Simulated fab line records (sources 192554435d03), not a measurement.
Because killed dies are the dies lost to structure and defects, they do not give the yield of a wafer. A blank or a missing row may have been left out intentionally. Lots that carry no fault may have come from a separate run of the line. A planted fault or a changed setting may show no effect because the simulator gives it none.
fab line records	flow n5-finfet	part 1 of 2: steps 1 to 21 of 27
record lots=5	wafers=15	last-day=17
route steps=1938 shown BEOL_M3@949
lots that met no fault: from a run of the same line without faults
start-h: the number of hours between the record's first day and the start of the first shown wafer of the lot	wait-h: hours since the lot's step before	" unchanged from the row above	L1.1+2: a single row standing in for several wafers	- value missing, or start not given	* or withheld: withheld	< > ~ a bound
route shown NAME@n: NAME is a module with steps in the file, n the number in the route of the first one	usual: mean and standard deviation over wafers with no fault	same: alike in all rows	chamber/n: place in a boat	sites: readings site by site	_std_site: how widely they spread, as a standard deviation	_edge_site: outer sites' mean less inner sites'	radius-mm: how far each site lies from the wafer's centre	mask NAME#n: copy n	behind: tool/chamber where the wafer was last shaped	hold: why the lot went on hold/how many hours it stayed there/how the hold came to an end	device: the n, p or np transistor that did not switch	end of line: tests run on the same wafers once the route is complete	where a step has no rows: the recipe by itself	killed: dies lost to structure and defects at the first sort, not the wafer's yield	map: shows each die of a wafer: x if killed, . if not, _ if none is there
set.NAME: the setting the step ran with; set.NAME@STEP: the setting that earlier step ran with	model.NAME: the simulator's own value behind a step, which no gauge read
a table for each step, a row for each wafer; lots at some steps of the route
services: from which hour (start-h, from the record's first day; less than 0 if before it) a tool's chamber was out of use, for how many hours, and why
## steps
# step N5_BEOL_M3_ETCH_63
# recipe chemistry=CF4	target=SiARC	target-depth-a=156	mask-material=CAR-EUV	time-s=26	ion-energy-ev=80	pressure-mtorr=40	source-w=545	bias-w=36	Ar_flow_sccm=100	cf4-flow-sccm=100	ends=cleared
# usual drypump-motor-current-A=5.7/0.35	etch-rf-on-time-s=25.9/0.34	oes-product-au=0.67/0.069	rf-fwd-power-W=532.0/2	rf-vpp-V=183.9/1.3	showerhead-plenum-p-Torr=2.14/0.072	throttle-valve-pct=15.64/0.21
lot.wafer	tool	chamber	start-h	wait-h	drypump-motor-current-A	etch-rf-on-time-s	oes-product-au	rf-fwd-power-W	rf-hours-counter-h	rf-vpp-V	showerhead-plenum-p-Torr	throttle-valve-pct
L076.2	rie-diel-06	0	169.82	0.0	5.8	26.5	0.70	531.3	100	185.6	2.24	15.64
L076.5	"	2	"	"	5.9	26.6	0.62	529.5	-	182.3	2.06	15.95
L076.6	"	0	"	"	5.8	26.6	0.69	531.5	-	185.6	2.24	15.63
L079.1	rie-diel-02	1	176.05	0.0	6.3	26.0	0.67	534.2	98	185.4	2.25	15.92
L079.5	"	3	"	"	5.5	26.5	0.64	530.0	-	183.4	2.14	15.73
L079.6	"	0	"	"	5.4	26.4	0.60	533.9	-	184.8	2.20	15.67
L084.2	rie-diel-02	3	229.36	0.0	5.5	26.5	0.63	529.9	174	182.5	2.13	15.77
L084.3	"	1	"	"	6.3	25.7	0.67	528.7	116	184.3	2.24	15.92
L084.6	"	1	"	"	6.4	25.7	0.67	528.6	-	184.6	2.24	15.95
L087.1	rie-diel-05	3	240.24	0.0	5.6	25.6	0.78	532.7	31	184.1	2.10	15.42
L087.2	"	1	"	"	5.2	25.6	0.73	534.5	41	184.1	2.10	15.56
L087.5	"	2	"	"	6.0	25.8	0.60	533.9	-	182.9	2.20	15.52
L091.2	rie-diel-02	3	262.13	0.0	5.5	26.1	0.63	533.0	187	183.8	2.13	15.79
L091.3	"	2	"	"	5.5	25.8	0.65	535.2	138	182.7	2.06	15.55
L091.5	"	0	"	"	5.4	25.5	0.82	531.2	-	185.4	2.19	15.23
# step N5_BEOL_M3_ETCH_64
# recipe chemistry=N2/H2	target=SOC	target-depth-a=750	overetch-a=150	mask-material=SiARC	temp-c=40	time-s=112.5	ion-energy-ev=200	pressure-mtorr=30	source-w=840	bias-w=150	n2-flow-sccm=200	h2-flow-sccm=200
# usual drypump-motor-current-A=5.7/0.35	oes-product-au=0.62/0.061	rf-fwd-power-W=836.7/2.7	rf-vpp-V=523.6/2.8	showerhead-plenum-p-Torr=2.54/0.092	throttle-valve-pct=17.83/0.22
lot.wafer	tool	chamber	start-h	wait-h	drypump-motor-current-A	oes-product-au	rf-fwd-power-W	rf-hours-counter-h	rf-vpp-V	showerhead-plenum-p-Torr	throttle-valve-pct
L076.2	rie-diel-06	0	169.85	0.0	5.8	0.64	838.9	100	527.6	2.68	17.95
L076.5	"	2	"	"	5.9	0.58	837.1	-	521.0	2.44	18.20
L076.6	"	0	"	"	5.8	0.65	835.2	-	526.2	2.68	17.94
L079.1	rie-diel-02	1	176.08	0.0	6.3	0.62	841.3	99	528.1	2.68	18.15
L079.5	"	3	"	"	5.5	0.60	838.2	-	525.0	2.54	17.93
L079.6	"	0	"	"	5.4	0.56	836.8	-	526.4	2.60	17.86
L084.2	rie-diel-02	3	229.39	0.0	5.5	0.59	835.6	174	523.3	2.53	17.97
L084.3	"	1	"	"	6.4	0.61	837.3	116	526.6	2.68	18.19
L084.6	"	1	"	"	6.4	0.61	839.9	-	526.9	2.67	18.19
L087.1	rie-diel-05	3	240.27	0.0	5.6	0.71	838.1	31	522.8	2.49	17.75
L087.2	"	1	"	"	5.2	0.67	836.8	41	522.6	2.48	17.73
L087.5	"	2	"	"	6.0	0.55	833.0	-	526.1	2.62	17.56
L091.2	rie-diel-02	3	262.16	0.0	5.5	0.59	837.7	187	523.8	2.52	17.98
L091.3	"	2	"	"	5.5	0.60	832.0	138	521.9	2.44	17.66
L091.5	"	0	"	"	5.4	0.76	843.0	-	525.6	2.60	17.44
# step N5_BEOL_M3_STRIP_65
# recipe chemistry=N2/H2	temp-c=40	n2-flow-sccm=200	h2-flow-sccm=200	rf-frequency-hz=6e+07
lot.wafer	tool	chamber	start-h	wait-h
L076.2+5+6	rie-diel-06	0,2,0	169.95	0.1
L079.1+5+6	rie-diel-02	1,3,0	176.19	0.1
L084.2+3+6	rie-diel-02	3,1,1	229.50	0.1
L087.1+2+5	rie-diel-05	3,1,2	240.38	0.1
L091.2+3+5	rie-diel-02	3,2,0	262.26	0.1
# step N5_BEOL_M3_STRIP_75
# recipe chemistry=N2/H2	temp-c=40	n2-flow-sccm=200	h2-flow-sccm=200	rf-frequency-hz=6e+07
lot.wafer	tool	chamber	start-h	wait-h
L076.2+5+6	rie-diel-06	0,2,0	169.96	0.0
L079.1+5+6	rie-diel-02	1,3,0	176.20	0.0
L084.2+3+6	rie-diel-02	3,1,1	229.51	0.0
L087.1+2+5	rie-diel-05	3,1,2	240.39	0.0
L091.2+3+5	rie-diel-02	3,2,0	262.27	0.0
# step N5_BEOL_M3_STRIP_66
# recipe chemistry=CF4	resist=SiARC	power-w=300	bias-power-w=75	pressure-mtorr=50	cf4-flow-sccm=150	rf-frequency-hz=6e+07
# usual drypump-motor-current-A=5.7/0.35	oes-product-au=0.78/0.076	rf-fwd-power-W=292.7/0.93	rf-vpp-V=271.1/1.5	showerhead-plenum-p-Torr=1.79/0.06	throttle-valve-pct=13.61/0.22
lot.wafer	tool	chamber	start-h	wait-h	drypump-motor-current-A	oes-product-au	rf-fwd-power-W	rf-hours-counter-h	rf-vpp-V	showerhead-plenum-p-Torr	throttle-valve-pct
L076.2	rie-diel-06	0	169.97	0.0	5.7	0.81	293.8	100	273.9	1.88	13.59
L076.5	"	2	"	"	5.8	0.73	291.1	-	269.1	1.72	13.90
L076.6	"	0	"	"	5.7	0.80	292.4	-	272.6	1.88	13.59
L079.1	rie-diel-02	1	176.21	0.0	6.3	0.78	292.9	99	273.5	1.89	13.86
L079.5	"	3	"	"	5.5	0.74	293.2	-	272.8	1.80	13.76
L079.6	"	0	"	"	5.4	0.69	292.8	-	271.9	1.84	13.68
L084.2	rie-diel-02	3	229.52	0.0	5.5	0.74	292.9	174	273.0	1.79	13.79
L084.3	"	1	"	"	6.3	0.76	292.6	116	271.9	1.88	13.91
L084.6	"	1	"	"	6.3	0.76	291.4	-	272.6	1.88	13.90
L087.1	rie-diel-05	3	240.40	0.0	5.6	0.88	292.0	32	269.6	1.76	13.34
L087.2	"	1	"	"	5.2	0.83	291.9	41	271.8	1.76	13.48
L087.5	"	2	"	"	6.0	0.70	294.6	-	273.3	1.84	13.55
L091.2	rie-diel-02	3	262.28	0.0	5.5	0.72	290.5	187	271.4	1.79	13.82
L091.3	"	2	"	"	5.4	0.75	292.7	138	271.3	1.72	13.53
L091.5	"	0	"	"	5.4	0.95	291.9	-	271.6	1.83	13.16
# step N5_BEOL_M3_HM_OPEN_17
# recipe chemistry=Cl2/BCl3	target-depth-a=200	overetch-a=60	target=TiN	mask-material=SOC	ion-energy-ev=150	pressure-mtorr=10	icp-w=1000	bias-w=126	Cl2_flow_sccm=53.25	bcl3-flow-sccm=21.75	Ar_flow_sccm=25
# usual drypump-motor-current-A=5.8/0.37	oes-product-au=0.69/0.1	rf-fwd-power-W=991.9/2.9	throttle-valve-pct=22.19/0.16
lot.wafer	tool	chamber	start-h	wait-h	drypump-motor-current-A	oes-product-au	rf-fwd-power-W	rf-hours-counter-h	throttle-valve-pct
L076.2	rie-metal-02	0	170.03	0.0	5.3	0.64	990.1	47	22.42
L076.5	"	1	"	"	5.7	0.85	993.1	-	22.15
L076.6	"	0	"	"	5.3	0.64	990.5	-	22.41
L079.1	rie-metal-02	0	176.25	0.0	5.3	0.63	992.3	48	22.41
L079.5	"	0	"	"	5.3	0.64	995.6	-	22.40
L079.6	"	1	"	"	5.7	0.83	987.8	-	22.12
L084.2	rie-metal-02	1	229.56	0.0	5.7	0.80	989.8	6	22.17
L084.3	"	1	"	"	5.7	0.79	987.7	-	22.15
L084.6	"	1	"	"	5.7	0.80	992.6	-	22.15
L087.1	rie-metal-01	1	240.45	0.0	6.3	0.54	996.0	110	22.09
L087.2	"	0	"	"	6.1	0.76	992.8	10	21.98
L087.5	"	1	"	"	6.2	0.54	991.6	-	22.08
L091.2	rie-metal-01	1	262.33	0.0	6.3	0.53	995.3	113	22.11
L091.3	"	0	"	"	6.1	0.73	986.7	-	22.02
L091.5	"	0	"	"	6.1	0.74	986.6	-	22.00
# step N5_BEOL_M3_STRIP_19
# recipe chemistry=O2	power-w=400	temp-c=40	pressure-mtorr=30	rf-frequency-hz=6e+07	bias-power-w=0	overash-fraction=0.2	o2-flow-sccm=225
# usual drypump-motor-current-A=5.7/0.34	o2-flow-sccm=224.9/0.62	oes-product-au=0.78/0.076	rf-vpp-V=3.6/0.47	showerhead-plenum-p-Torr=2.09/0.089	throttle-valve-pct=16.75/0.27
lot.wafer	tool	chamber	start-h	wait-h	drypump-motor-current-A	o2-flow-sccm	oes-product-au	rf-hours-counter-h	rf-vpp-V	showerhead-plenum-p-Torr	throttle-valve-pct
L076.2	rie-diel-02	3	170.24	0.2	5.5	225.6	0.75	156	4.3	2.09	16.78
L076.5	"	3	"	"	5.5	224.7	0.76	-	4.2	2.09	16.79
L076.6	"	2	"	"	5.5	226.1	0.79	-	3.7	2.03	16.58
L079.1	rie-diel-02	3	176.36	0.1	5.5	225.1	0.75	157	4.6	2.09	16.80
L079.5	"	0	"	"	5.4	224.0	0.70	-	3.7	2.15	16.72
L079.6	"	1	"	"	6.3	224.8	0.81	-	3.7	2.21	17.00
L084.2	rie-diel-06	0	229.77	0.2	5.7	225.5	0.80	118	3.4	2.19	16.70
L084.3	"	2	"	"	5.9	224.1	0.72	179	3.4	2.01	17.06
L084.6	"	1	"	"	5.9	224.7	0.75	-	3.5	1.94	17.14
L087.1	rie-diel-06	1	240.56	0.1	5.9	225.3	0.75	153	3.8	1.94	17.16
L087.2	"	2	"	"	5.9	226.0	0.71	182	3.7	2.00	17.06
L087.5	"	1	"	"	5.9	225.3	0.75	-	4.1	1.94	17.16
L091.2	rie-diel-06	0	262.44	0.1	5.8	226.2	0.79	129	3.2	2.19	16.73
L091.3	"	3	"	"	5.3	224.5	0.93	25	3.5	2.23	16.26
L091.5	"	2	"	"	5.9	224.8	0.71	-	3.6	2.00	17.07
# step N5_BEOL_M3_CD_MEAS_18
# recipe pitch-nm=36	target-cd-nm=18
# usual cd-nm=17.97/0.27
lot.wafer	tool	chamber	start-h	wait-h	cd-nm
L076.2	cd-sem-02	-	170.31	0.1	17.88
L076.5	"	-	"	"	17.85
L076.6	"	-	"	"	17.72
L079.1	cd-sem-02	-	176.43	0.0	18.01
L079.5	"	-	"	"	18.07
L079.6	"	-	"	"	18.08
L084.2	cd-sem-02	-	229.84	0.1	18.09
L084.3	"	-	"	"	18.17
L084.6	"	-	"	"	18.15
L087.1	cd-sem-02	-	240.63	0.0	18.30
L087.2	"	-	"	"	18.17
L087.5	"	-	"	"	17.96
L091.2	cd-sem-02	-	262.51	0.1	18.27
L091.3	"	-	"	"	17.89
L091.5	"	-	"	"	18.20
# step N5_BEOL_M3_COAT_67
# recipe resist=SOC	temp-c=250	time-s=60	spin-rpm=1500	resist-thk-nm=60
lot.wafer	tool	chamber	start-h	wait-h
L076.2+5+6	litho-track-01	0	170.34	0.0
L079.1+5+6	litho-track-05	0	176.47	0.0
L084.2+3+6	litho-track-03	0	229.88	0.0
L087.1+2+5	litho-track-03	0	240.67	0.0
L091.2+3+5	litho-track-05	0	262.55	0.0
# step N5_BEOL_M3_COAT_68
# recipe resist=SiARC	temp-c=220	time-s=60	spin-rpm=1500	resist-thk-nm=12
lot.wafer	tool	chamber	start-h	wait-h
L076.2+5+6	litho-track-01	0	-	-
L079.1+5+6	litho-track-05	0	-	-
L084.2+3+6	litho-track-03	0	-	-
L087.1+2+5	litho-track-03	0	-	-
L091.2+3+5	litho-track-05	0	-	-
# step N5_BEOL_M3_COAT_76
# recipe resist=underlayer	temp-c=205	time-s=60	spin-rpm=1500	resist-thk-nm=5
lot.wafer	tool	chamber	start-h	wait-h
L076.2+5+6	litho-track-01	0	-	-
L079.1+5+6	litho-track-05	0	-	-
L084.2+3+6	litho-track-03	0	-	-
L087.1+2+5	litho-track-03	0	-	-
L091.2+3+5	litho-track-05	0	-	-
# step N5_BEOL_M3_COAT_22
# recipe resist=CAR-EUV	spin-rpm=1500	resist-thk-nm=30
lot.wafer	tool	chamber	start-h	wait-h
L076.2+5+6	litho-track-01	0	-	-
L079.1+5+6	litho-track-05	0	-	-
L084.2+3+6	litho-track-03	0	-	-
L087.1+2+5	litho-track-03	0	-	-
L091.2+3+5	litho-track-05	0	-	-
# step N5_BEOL_M3_EBR_24
# recipe solvent=PGMEA	ebr-width-mm=1.5
lot.wafer	tool	chamber	start-h	wait-h
L076.2+5+6	litho-track-01	0	-	-
L079.1+5+6	litho-track-05	0	-	-
L084.2+3+6	litho-track-03	0	-	-
L087.1+2+5	litho-track-03	0	-	-
L091.2+3+5	litho-track-05	0	-	-
# step N5_BEOL_M3_SOFTBAKE_23
# recipe temp-c=110	time-s=60	resist=CAR-EUV
lot.wafer	tool	chamber	start-h	wait-h
L076.2+5+6	litho-track-01	0	-	-
L079.1+5+6	litho-track-05	0	-	-
L084.2+3+6	litho-track-03	0	-	-
L087.1+2+5	litho-track-03	0	-	-
L091.2+3+5	litho-track-05	0	-	-
# step N5_BEOL_M3_EXPOSE_25
# recipe mask-id=V2	na=0.33	source-shape=quasar	sigma-inner=0.2	sigma-outer=0.8	polarization=unpolarized	defocus-nm=5	dose-mj=63
# usual reticle-temp-C=23.01/0.11
# same sigma-outer=0.8
lot.wafer	tool	chamber	start-h	wait-h	mask	reticle-temp-C
L076.2	euv-scanner-01	0	170.49	-	V2#0	22.82
L076.5	"	0	"	"	V2#0	22.93
L076.6	"	0	"	"	V2#0	22.83
L079.1	euv-scanner-01	0	176.73	-	V2#0	23.22
L079.5	"	0	"	"	V2#0	23.00
L079.6	"	0	"	"	V2#0	23.04
L084.2	euv-scanner-01	0	230.15	-	V2#0	23.06
L084.3	"	0	"	"	V2#0	23.11
L084.6	"	0	"	"	V2#0	22.87
L087.1	euv-scanner-02	0	240.81	-	V2#0	23.06
L087.2	"	0	"	"	V2#0	22.98
L087.5	"	0	"	"	V2#0	22.98
L091.2	euv-scanner-02	0	262.69	-	V2#0	22.92
L091.3	"	0	"	"	V2#0	22.71
L091.5	"	0	"	"	V2#0	22.93
# step N5_BEOL_M3_PEB_26
# recipe peb-temp-c=100	peb-time-s=60	resist=CAR-EUV
lot.wafer	tool	chamber	start-h	wait-h
L076.2+5+6	litho-track-03	0	170.56	0.1
L079.1+5+6	litho-track-01	0	176.81	0.1
L084.2+3+6	litho-track-03	0	230.22	0.1
L087.1+2+5	litho-track-01	0	240.89	0.1
L091.2+3+5	litho-track-05	0	262.76	0.1
# step N5_BEOL_M3_DEVELOP_27
# recipe develop-time-s=30	developer=TMAH	resist=CAR-EUV	rinse-liquid=surfactant-rinse	dry=air-spin	dev-temp-c=23
lot.wafer	tool	chamber	start-h	wait-h
L076.2+5+6	litho-track-03	0	-	-
L079.1+5+6	litho-track-01	0	-	-
L084.2+3+6	litho-track-03	0	-	-
L087.1+2+5	litho-track-01	0	-	-
L091.2+3+5	litho-track-05	0	-	-
# step N5_BEOL_M3_CD_MEAS_28
# recipe target-cd-nm=25.7	landing-energy-ev=500	detector=se-inlens	target-cd-y-nm=23.3	polarity=opening
# usual cd-nm=25.66/0.23
lot.wafer	tool	chamber	start-h	wait-h	cd-nm
L076.2	cd-sem-03	0	170.63	-	25.53
L076.5	"	0	"	"	25.74
L076.6	"	0	"	"	25.23
L079.1	cd-sem-03	0	176.87	-	25.79
L079.5	"	0	"	"	25.72
L079.6	"	0	"	"	25.76
L084.2	cd-sem-03	0	230.29	-	25.70
L084.3	"	0	"	"	25.45
L084.6	"	0	"	"	25.75
L087.1	cd-sem-02	0	240.95	-	25.33
L087.2	"	0	"	"	25.58
L087.5	"	0	"	"	25.93
L091.2	cd-sem-01	0	262.83	-	25.71
L091.3	"	0	"	"	25.71
L091.5	"	0	"	"	25.82
# step N5_BEOL_M3_OVL_MEAS_29
# recipe points-per-wafer=522
# usual V2_OVL=-0.3/0.76
lot.wafer	tool	chamber	start-h	wait-h	V2_OVL[nm]
L076.2	overlay-02	0	170.66	0.0	1.3
L076.5	"	0	"	"	0.4
L076.6	"	0	"	"	1.7
L079.1	overlay-02	0	176.90	0.0	-0.2
L079.5	"	0	"	"	-1.1
L079.6	"	0	"	"	-0.1
L084.2	overlay-01	0	230.32	0.0	-0.9
L084.3	"	0	"	"	0.4
L084.6	"	0	"	"	-1.3
L087.1	overlay-02	0	240.98	0.0	0.0
L087.2	"	0	"	"	0.8
L087.5	"	0	"	"	0.5
L091.2	overlay-01	0	262.87	0.0	0.5
L091.3	"	0	"	"	-0.4
L091.5	"	0	"	"	-0.9
# step N5_BEOL_M3_INSPECT_30
# recipe mode=adi	inspect-instrument=brightfield
# usual raw-defect-count=397/84
lot.wafer	tool	chamber	start-h	wait-h	raw-defect-count
L076.2	defect-inspect-01	-	170.72	0.0	525
L076.5	"	-	"	"	305
L076.6	"	-	"	"	471
L079.1	defect-inspect-01	-	176.96	0.1	423
L079.5	"	-	"	"	324
L079.6	"	-	"	"	314
L084.2	defect-inspect-01	-	230.38	0.0	392
L084.3	"	-	"	"	313
L084.6	"	-	"	"	260
L087.1	defect-inspect-02	-	241.04	0.1	425
L087.2	"	-	"	"	363
L087.5	"	-	"	"	483
L091.2	defect-inspect-02	-	262.92	0.0	372
L091.3	"	-	"	"	375
L091.5	"	-	"	"	291
# step N5_BEOL_M3_DESCUM_33
# recipe chemistry=O2	time-s=7	source-power-w=50	bias-power-w=20	pressure-mtorr=20	rf-frequency-hz=2.712e+07	temp-c=40	resist=CAR-EUV	o2-flow-sccm=225
# usual drypump-motor-current-A=5.7/0.34	o2-flow-sccm=225.0/0.8	oes-product-au=0.79/0.082	rf-fwd-power-W=49.36/0.24	rf-vpp-V=242.9/1.5	showerhead-plenum-p-Torr=2.08/0.081	throttle-valve-pct=20.45/0.26
lot.wafer	tool	chamber	start-h	wait-h	drypump-motor-current-A	o2-flow-sccm	oes-product-au	rf-fwd-power-W	rf-hours-counter-h	rf-vpp-V	showerhead-plenum-p-Torr	throttle-valve-pct
L076.2	rie-diel-05	0	170.75	0.0	6.2	226.1	0.74	49.46	160	242.8	2.08	20.35
L076.5	"	3	"	"	5.6	224.5	0.95	49.45	-	242.5	2.05	20.22
L076.6	"	0	"	"	6.2	225.5	0.74	49.45	-	244.0	2.08	20.36
L079.1	rie-diel-02	2	177.41	0.4	5.5	224.4	0.79	49.30	109	243.3	2.02	20.31
L079.5	"	2	"	"	5.5	225.1	0.79	49.18	-	241.6	2.02	20.33
L079.6	"	3	"	"	5.5	224.3	0.76	49.48	-	244.8	2.09	20.54
L084.2	rie-diel-05	0	230.41	0.0	6.2	224.7	0.72	49.84	177	243.9	2.08	20.38
L084.3	"	3	"	"	5.6	228.3	0.90	49.45	29	242.5	2.04	20.23
L084.6	"	1	"	"	5.2	225.0	0.87	49.49	-	243.1	2.04	20.35
L087.1	rie-diel-06	2	241.50	0.5	5.8	225.2	0.71	49.04	183	241.3	2.00	20.82
L087.2	"	0	"	"	5.8	225.0	0.78	49.11	123	244.0	2.19	20.46
L087.5	"	3	"	"	5.3	224.3	0.94	49.15	-	245.5	2.22	20.01
L091.2	rie-diel-06	2	262.95	0.0	5.9	224.8	0.70	48.85	188	240.3	2.00	20.82
L091.3	"	3	"	"	5.3	225.0	0.93	49.33	25	244.3	2.22	20.03
L091.5	"	3	"	"	5.3	224.9	0.93	49.19	-	245.2	2.22	20.01
